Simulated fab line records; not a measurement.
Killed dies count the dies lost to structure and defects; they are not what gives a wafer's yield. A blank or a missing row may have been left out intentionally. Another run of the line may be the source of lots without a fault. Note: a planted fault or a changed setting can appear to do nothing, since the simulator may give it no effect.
fab line records ; flow n5Finfet
[record] lots = 10; wafers = 30; lastDay = 17
route steps=1938 shown BEOL_M7@1300 PASSIVATION@1936
lots untouched by any fault: they come from a run of this same line in which no faults occurred
startH: hours from the record's first day to the start of the lot's first wafer shown ; waitH: hours since the lot's step before ; " identical to the entry in the row above ; L1.1+2: a single row standing in for several wafers ; - no value, or no start given ; * or withheld: withheld ; < > ~ a bound
route shown NAME@n: names a module that has steps shown in the file, with the first one's number in the route ; usual: mean and standard deviation over wafers with no fault ; same: alike in all rows ; chamber/n: place in a boat ; sites: each site's reading ; _std_site: how widely they spread, as a standard deviation ; _edge_site: mean of outer sites minus mean of inner sites ; radiusMm: for every site, how far away it sits from the centre of the wafer ; mask NAME#n: copy n ; behind: the tool/chamber that last shaped the wafer ; hold: why the lot went on hold/how many hours it stayed there/how the hold came to an end ; device: which transistor (n, p or np) failed to switch ; end of line: the tests these same wafers got at the end of their route ; where a step has no rows: the recipe by itself ; killed: not the wafer's yield, but the dies lost to structure and defects at the first sort ; map: dies across one wafer; x = killed, . = not, _ = none there
set.NAME: the run value of the setting; set.NAME@STEP: its run value at that earlier step ; model.NAME: the simulator's own value behind a step, which no gauge read
one table for each step of the route and one row for each wafer, over a sample of lots
services: the hour from which a tool's chamber was out of use, counted from the record's first day as startH (under 0 if before that day), plus the number of hours and why
[[steps]]
[step N5_BEOL_M7_ETCH_72]
[recipe] chemistry = N2/H2; target = underlayer; targetDepthA = 65; maskMaterial = CAR-EUV; timeS = 5.2; ionEnergyEv = 200; pressureMtorr = 30; sourceW = 840; biasW = 150; n2FlowSccm = 200; h2FlowSccm = 200; ends = cleared
[usual] drypumpMotorCurrentA = 5.8/0.42; etchRfOnTimeS = 5.17/0.12; oesProductAu = 0.67/0.073; rfVppV = 522.9/2.3; showerheadPlenumPTorr = 2.50/0.067; throttleValvePct = 17.87/0.29
lot.wafer;tool;chamber;startH;waitH;drypumpMotorCurrentA;etchRfOnTimeS;oesProductAu;rfHoursCounterH;rfVppV;showerheadPlenumPTorr;throttleValvePct
L205.1;rieDiel-01;0;215.46;0.0;6.3;5.04;0.80;14;522.4;2.48;17.35
L205.4;rieDiel-01;2;215.46;0.0;5.9;5.17;0.65;169;523.1;2.55;18.12
L205.6;rieDiel-01;3;215.46;0.0;6.2;5.17;0.64;-;520.9;2.43;17.72
L207.2;rieDiel-01;0;234.71;0.0;6.4;5.03;0.79;21;522.6;2.48;17.35
L207.3;rieDiel-01;2;234.71;0.0;5.9;5.09;0.65;176;524.9;2.55;18.13
L207.6;rieDiel-01;2;234.71;0.0;5.8;5.12;0.65;-;522.8;2.55;18.15
L212.1;rieDiel-02;0;267.51;0.0;5.0;5.09;0.71;70;521.4;2.46;17.81
L212.2;rieDiel-02;3;267.51;0.0;6.3;5.13;0.69;102;525.4;2.56;18.02
L212.4;rieDiel-02;2;267.51;0.0;6.0;5.46;0.59;194;528.5;2.62;18.11
L213.1;rieDiel-06;0;267.77;0.0;5.6;5.04;0.77;21;521.3;2.47;17.73
L213.2;rieDiel-06;3;267.77;0.0;5.3;5.13;0.61;230;527.8;2.62;18.19
L213.3;rieDiel-06;1;267.77;0.0;5.5;5.21;0.61;189;522.5;2.53;17.48
L220.1;rieDiel-02;1;317.35;0.0;5.8;5.31;0.78;31;518.9;2.49;18.16
L220.4;rieDiel-02;1;317.35;0.0;5.8;5.31;0.77;-;521.9;2.49;18.16
L220.6;rieDiel-02;2;317.35;0.0;6.0;5.43;0.58;-;526.7;2.61;18.14
L221.1;rieDiel-01;2;320.56;0.0;5.9;5.19;0.63;205;523.2;2.54;18.19
L221.4;rieDiel-01;0;320.56;0.0;6.3;5.06;0.74;-;521.4;2.46;17.39
L221.5;rieDiel-01;1;320.56;0.0;5.4;5.22;0.61;-;521.5;2.40;17.66
L223.1;rieDiel-02;3;327.33;0.0;6.4;5.04;0.68;120;525.3;2.55;18.06
L223.2;rieDiel-02;2;327.33;0.0;6.0;5.40;0.58;217;527.6;2.61;18.15
L223.5;rieDiel-02;2;327.33;0.0;6.0;5.42;0.58;-;525.6;2.61;18.13
L224.2;rieDiel-01;1;327.50;0.0;5.4;5.19;0.61;220;520.3;2.40;17.66
L224.3;rieDiel-01;2;327.50;0.0;5.9;5.10;0.63;208;522.4;2.53;18.19
L224.4;rieDiel-01;3;327.50;0.0;6.2;5.17;0.62;190;518.0;2.42;17.78
L222.3;rieDiel-02;3;330.30;0.0;6.3;5.06;0.69;121;523.0;2.55;18.07
L222.4;rieDiel-02;1;330.30;0.0;5.8;5.36;0.75;37;522.8;2.49;18.19
L222.5;rieDiel-02;2;330.30;0.0;6.0;5.44;0.57;-;526.4;2.61;18.13
L225.1;rieDiel-01;3;335.17;0.0;6.2;5.25;0.62;191;521.6;2.42;17.79
L225.4;rieDiel-01;1;335.17;0.0;5.5;5.26;0.61;222;520.3;2.40;17.66
L225.5;rieDiel-01;0;335.17;0.0;6.4;5.03;0.74;-;521.8;2.46;17.43
[step N5_BEOL_M7_ETCH_65]
[recipe] chemistry = CF4; target = SiARC; targetDepthA = 156; maskMaterial = CAR-EUV; timeS = 26; ionEnergyEv = 80; pressureMtorr = 40; sourceW = 545; biasW = 36; Ar_flow_sccm = 100; cf4FlowSccm = 100; ends = cleared
[usual] drypumpMotorCurrentA = 5.8/0.42; etchRfOnTimeS = 25.8/0.54; mfcArSccm = 100.0/0.4; oesProductAu = 0.67/0.073; rfVppV = 183.5/0.94; showerheadPlenumPTorr = 2.11/0.051; throttleValvePct = 15.64/0.24
lot.wafer;tool;chamber;startH;waitH;drypumpMotorCurrentA;etchRfOnTimeS;mfcArSccm;oesProductAu;rfHoursCounterH;rfVppV;showerheadPlenumPTorr;throttleValvePct
L205.1;rieDiel-01;0;215.47;0.0;6.3;25.6;100.2;0.80;14;183.4;2.09;15.17
L205.4;rieDiel-01;2;215.47;0.0;5.8;26.2;99.7;0.65;169;184.0;2.14;15.71
L205.6;rieDiel-01;3;215.47;0.0;6.2;26.3;99.7;0.64;-;182.1;2.05;15.52
L207.2;rieDiel-01;0;234.73;0.0;6.3;25.2;99.4;0.79;21;182.7;2.09;15.18
L207.3;rieDiel-01;2;234.73;0.0;5.9;25.7;99.9;0.66;176;184.0;2.14;15.71
L207.6;rieDiel-01;2;234.73;0.0;5.9;25.8;100.3;0.65;-;184.1;2.14;15.71
L212.1;rieDiel-02;0;267.53;0.0;5.0;25.5;99.6;0.72;70;183.0;2.08;15.54
L212.2;rieDiel-02;3;267.53;0.0;6.3;25.2;99.8;0.69;102;183.8;2.15;15.65
L212.4;rieDiel-02;2;267.53;0.0;6.0;27.1;99.6;0.59;194;185.0;2.20;15.94
L213.1;rieDiel-06;0;267.79;0.0;5.6;25.4;100.7;0.77;21;182.9;2.11;15.67
L213.2;rieDiel-06;3;267.79;0.0;5.2;25.4;99.8;0.62;230;186.1;2.20;15.93
L213.3;rieDiel-06;1;267.79;0.0;5.5;26.1;100.3;0.62;189;182.9;2.13;15.32
L220.1;rieDiel-02;1;317.37;0.0;5.8;26.4;100.0;0.77;31;183.3;2.10;15.79
L220.4;rieDiel-02;1;317.37;0.0;5.8;26.5;99.7;0.77;-;182.7;2.10;15.79
L220.6;rieDiel-02;2;317.37;0.0;6.0;27.1;100.0;0.58;-;183.7;2.19;15.99
L221.1;rieDiel-01;2;320.57;0.0;5.8;25.8;100.0;0.64;205;184.2;2.13;15.78
L221.4;rieDiel-01;0;320.57;0.0;6.4;25.0;100.3;0.75;-;182.1;2.08;15.24
L221.5;rieDiel-01;1;320.57;0.0;5.5;26.0;100.3;0.61;-;182.7;2.04;15.57
L223.1;rieDiel-02;3;327.35;0.0;6.3;25.6;100.4;0.67;120;183.1;2.15;15.70
L223.2;rieDiel-02;2;327.35;0.0;6.0;27.0;99.8;0.58;217;185.2;2.19;15.98
L223.5;rieDiel-02;2;327.35;0.0;6.0;27.0;99.8;0.58;-;184.8;2.19;15.96
L224.2;rieDiel-01;1;327.52;0.0;5.4;26.1;100.0;0.60;220;182.3;2.03;15.57
L224.3;rieDiel-01;2;327.52;0.0;5.9;25.9;99.6;0.63;208;183.2;2.13;15.79
L224.4;rieDiel-01;3;327.52;0.0;6.2;26.3;99.7;0.62;190;181.8;2.04;15.59
L222.3;rieDiel-02;3;330.32;0.0;6.3;25.7;100.3;0.67;121;183.5;2.15;15.69
L222.4;rieDiel-02;1;330.32;0.0;5.8;26.5;99.8;0.76;37;182.5;2.09;15.82
L222.5;rieDiel-02;2;330.32;0.0;6.0;26.9;99.6;0.57;-;184.2;2.19;15.99
L225.1;rieDiel-01;3;335.18;0.0;6.2;26.5;100.1;0.62;191;183.8;2.04;15.59
L225.4;rieDiel-01;1;335.18;0.0;5.4;26.1;99.8;0.60;222;183.2;2.03;15.59
L225.5;rieDiel-01;0;335.18;0.0;6.3;25.3;99.6;0.74;-;183.6;2.08;15.26
[step N5_BEOL_M7_ETCH_66]
[recipe] chemistry = N2/H2; target = SOC; targetDepthA = 800; overetchA = 160; maskMaterial = SiARC; tempC = 40; timeS = 120; ionEnergyEv = 200; pressureMtorr = 30; sourceW = 840; biasW = 150; n2FlowSccm = 200; h2FlowSccm = 200
[usual] drypumpMotorCurrentA = 5.8/0.43; oesProductAu = 0.60/0.063; rfVppV = 523.0/1.9; showerheadPlenumPTorr = 2.50/0.067; throttleValvePct = 17.83/0.29
lot.wafer;tool;chamber;startH;waitH;drypumpMotorCurrentA;oesProductAu;rfHoursCounterH;rfVppV;showerheadPlenumPTorr;throttleValvePct
L205.1;rieDiel-01;0;215.50;0.0;6.3;0.71;14;523.4;2.48;17.30
L205.4;rieDiel-01;2;215.50;0.0;5.9;0.59;169;522.9;2.55;18.10
L205.6;rieDiel-01;3;215.50;0.0;6.2;0.58;-;523.0;2.43;17.68
L207.2;rieDiel-01;0;234.75;0.0;6.3;0.70;21;522.8;2.48;17.30
L207.3;rieDiel-01;2;234.75;0.0;5.9;0.59;176;523.5;2.55;18.11
L207.6;rieDiel-01;2;234.75;0.0;5.9;0.58;-;524.8;2.55;18.10
L212.1;rieDiel-02;0;267.56;0.0;5.0;0.63;70;520.9;2.46;17.74
L212.2;rieDiel-02;3;267.56;0.0;6.3;0.61;102;525.0;2.56;17.97
L212.4;rieDiel-02;2;267.56;0.0;6.0;0.55;194;527.7;2.62;18.06
L213.1;rieDiel-06;0;267.82;0.0;5.6;0.68;21;522.0;2.47;17.70
L213.2;rieDiel-06;3;267.82;0.0;5.2;0.54;230;525.9;2.62;18.13
L213.3;rieDiel-06;1;267.82;0.0;5.5;0.55;189;526.1;2.54;17.47
L220.1;rieDiel-02;1;317.40;0.0;5.8;0.70;31;522.3;2.49;18.12
L220.4;rieDiel-02;1;317.40;0.0;5.8;0.70;-;523.0;2.49;18.13
L220.6;rieDiel-02;2;317.40;0.0;6.0;0.53;-;524.9;2.61;18.10
L221.1;rieDiel-01;2;320.60;0.0;5.9;0.57;205;523.0;2.54;18.16
L221.4;rieDiel-01;0;320.60;0.0;6.4;0.66;-;521.9;2.46;17.36
L221.5;rieDiel-01;1;320.60;0.0;5.4;0.55;-;521.7;2.40;17.60
L223.1;rieDiel-02;3;327.38;0.0;6.3;0.59;120;526.2;2.55;17.99
L223.2;rieDiel-02;2;327.38;0.0;6.0;0.53;217;525.7;2.61;18.08
L223.5;rieDiel-02;2;327.38;0.0;6.0;0.53;-;526.6;2.61;18.10
L224.2;rieDiel-01;1;327.55;0.0;5.4;0.55;220;521.7;2.40;17.61
L224.3;rieDiel-01;2;327.55;0.0;5.9;0.56;208;522.1;2.53;18.17
L224.4;rieDiel-01;3;327.55;0.0;6.2;0.56;190;521.0;2.42;17.76
L222.3;rieDiel-02;3;330.35;0.0;6.3;0.60;121;524.5;2.55;17.99
L222.4;rieDiel-02;1;330.35;0.0;5.8;0.69;37;521.7;2.49;18.14
L222.5;rieDiel-02;2;330.35;0.0;6.0;0.53;-;527.8;2.61;18.10
L225.1;rieDiel-01;3;335.21;0.0;6.2;0.56;191;519.0;2.42;17.74
L225.4;rieDiel-01;1;335.21;0.0;5.5;0.54;222;520.3;2.40;17.60
L225.5;rieDiel-01;0;335.21;0.0;6.3;0.65;-;523.2;2.46;17.37
[step N5_BEOL_M7_CURE_75]
[recipe] tempC = 370; timeS = 120; ambient = DMADMS/He; material = SiCOH_lowk
[usual] lampPowerPct = 52.32/0.059; runLengthS = 178.0/1.3; wafer_temp_C_max = 371.6/0.46
lot.wafer;tool;chamber;startH;waitH;lampPowerPct;runLengthS;wafer_temp_C_max
L205.1;uvCure-02;1;216.04;0.0;52.29;180.8;371.0
L205.4;uvCure-02;1;216.04;0.0;52.21;180.4;371.0
L205.6;uvCure-02;1;216.04;0.0;52.37;180.3;370.8
L207.2;uvCure-02;0;235.44;0.1;52.44;177.6;371.2
L207.3;uvCure-02;0;235.44;0.1;52.31;177.3;371.1
L207.6;uvCure-02;0;235.44;0.1;52.41;177.2;371.3
L212.1;uvCure-02;0;268.10;0.0;-;-;-
L212.2;uvCure-02;0;268.10;0.0;-;-;-
L212.4;uvCure-02;0;268.10;0.0;-;-;-
L213.1;uvCure-02;1;268.40;0.1;-;-;-
L213.2;uvCure-02;1;268.40;0.1;-;-;-
L213.3;uvCure-02;1;268.40;0.1;-;-;-
L220.1;uvCure-01;0;317.95;0.0;52.29;178.2;371.9
L220.4;uvCure-01;0;317.95;0.0;52.32;178.4;371.6
L220.6;uvCure-01;0;317.95;0.0;52.35;178.2;371.4
L221.1;uvCure-02;0;321.15;0.0;52.31;177.1;371.2
L221.4;uvCure-02;0;321.15;0.0;52.43;177.5;371.4
L221.5;uvCure-02;0;321.15;0.0;52.29;177.1;371.6
L223.1;uvCure-02;0;327.92;0.0;52.29;181.0;371.9
L223.2;uvCure-02;0;327.92;0.0;52.35;181.3;371.9
L223.5;uvCure-02;0;327.92;0.0;52.24;181.2;371.3
L224.2;uvCure-01;2;328.54;0.5;52.30;177.9;372.5
L224.3;uvCure-01;2;328.54;0.5;52.36;177.7;372.5
L224.4;uvCure-01;2;328.54;0.5;52.30;177.4;371.8
L222.3;uvCure-02;0;330.99;0.1;52.31;177.3;371.0
L222.4;uvCure-02;0;330.99;0.1;52.30;177.1;371.8
L222.5;uvCure-02;0;330.99;0.1;52.33;177.5;370.9
L225.1;uvCure-02;2;335.76;0.0;52.21;178.2;371.6
L225.4;uvCure-02;2;335.76;0.0;52.38;178.3;372.8
L225.5;uvCure-02;2;335.76;0.0;52.32;177.8;372.1
[step N5_PASSIVATION_PROBE_49]
[usual] defectLimitedYield = 91.2/1.5; killed_at_M0_to_M3 = 34/11; killed_at_M4_up = 14/5.4; killedAtContacts = 12/5.9; killedAtFrontEnd = 40/12; killedAtOther = 4/3.3; killedDies = 103/18; killedOpen = 68/13; killedShort = 34/7.5; sort_bin_5_function = 5.1/1; sort_bin_6_memory = 3.3/0.7; sort_bin_8_speed = 0.03/0.27; sortNPass = 1076/18; sortYieldPct = 91.2/1.5
[same] grossDies = 1180; killedAtBackSide = 0; sort_bin_4_leakage[%] = 0
lot.wafer;tool;chamber;startH;waitH;defectLimitedYield[%];killed_at_M0_to_M3;killed_at_M4_up;killedAtContacts;killedAtFrontEnd;killedAtOther;killedDies;killedOpen;killedShort;sort_bin_5_function[%];sort_bin_6_memory[%];sort_bin_8_speed[%];sortNPass;sortYieldPct[%]
L207.2;prober-01;-;313.43;0.1;91.8;36;15;9;35;2;97;67;30;4.0;4.1;0;1083;91.8
L207.3;prober-01;-;313.48;0.1;88.6;52;14;12;54;2;134;86;48;6.4;4.7;0;1046;88.6
L207.6;prober-01;-;313.63;0.3;89.3;47;15;12;46;6;126;81;43;6.6;3.6;0;1054;89.3
// killed by level:class
L207.2 BEOL_M0_SAQP:geometricParticle:short=12 BEOL_M0_SAQP:geometricParticle:open=9 MOL_CONTACT_COAG:geometricParticle:open=8 BEOL_M4:geometricParticle:open=8 DUMMY_GATE:geometricParticle:open=7 FIN_SAQP:geometricParticle:short=6 FIN_SAQP:geometricParticle:open=6 BEOL_M2:geometricParticle:open=6
L207.3 BEOL_M0_SAQP:geometricParticle:short=18 BEOL_M0_SAQP:geometricParticle:open=15 BEOL_M2:geometricParticle:open=13 FIN_SAQP:geometricParticle:open=12 STI_FIN_REVEAL:geometricParticle:open=11 MOL_CONTACT_COAG:geometricParticle:open=11 FIN_SAQP:geometricParticle:short=10 BEOL_M4:geometricParticle:open=9
L207.6 BEOL_M0_SAQP:geometricParticle:open=21 STI_FIN_REVEAL:geometricParticle:open=14 BEOL_M0_SAQP:geometricParticle:short=13 MOL_CONTACT_COAG:geometricParticle:open=9 BEOL_M4:geometricParticle:open=8 FIN_SAQP:geometricParticle:open=6 GATE_CUT:geometricParticle:short=6 BEOL_M2:geometricParticle:open=5
[[services]]
tool;chamber;startH;hours;kind
rieDiel-06;2;204.70;3.3;repair
rieDiel-02;1;208.27;-;clean
rieDiel-02;1;208.27;-;consumableReplace:focusRing
rieDiel-02;1;208.27;17.2;scheduledDown
rieDiel-02;1;208.27;17.2;ventCycle
uvCure-01;-;222.44;1.0;repair
rieDiel-02;0;242.88;8.6;repair
rieDiel-06;-;246.07;0.3;repair
rieDiel-06;-;291.33;15.6;pm
uvCure-02;-;299.06;0.4;repair
uvCure-01;-;305.39;7.5;pm
rieDiel-02;3;315.13;4.7;repair
uvCure-02;-;321.91;0.7;repair
[[key]]
[firstSign] step = N5_BEOL_M7_CURE_75; reading = toolRecord; direction = missing
effect none on later readings
metAt N5_BEOL_M7_CURE_75
struckLots L212,L213
notActingAt N5_BEOL_M7_ETCH_72,N5_BEOL_M7_ETCH_65,N5_BEOL_M7_ETCH_66
onsetBetween 235.44 268.10
[fault] kind = skippedStepWhole; tool = uvCure-02; chamber = -; onsetH = 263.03; steps = N5_BEOL_M7_CURE_75; scope = struckLotsOnly
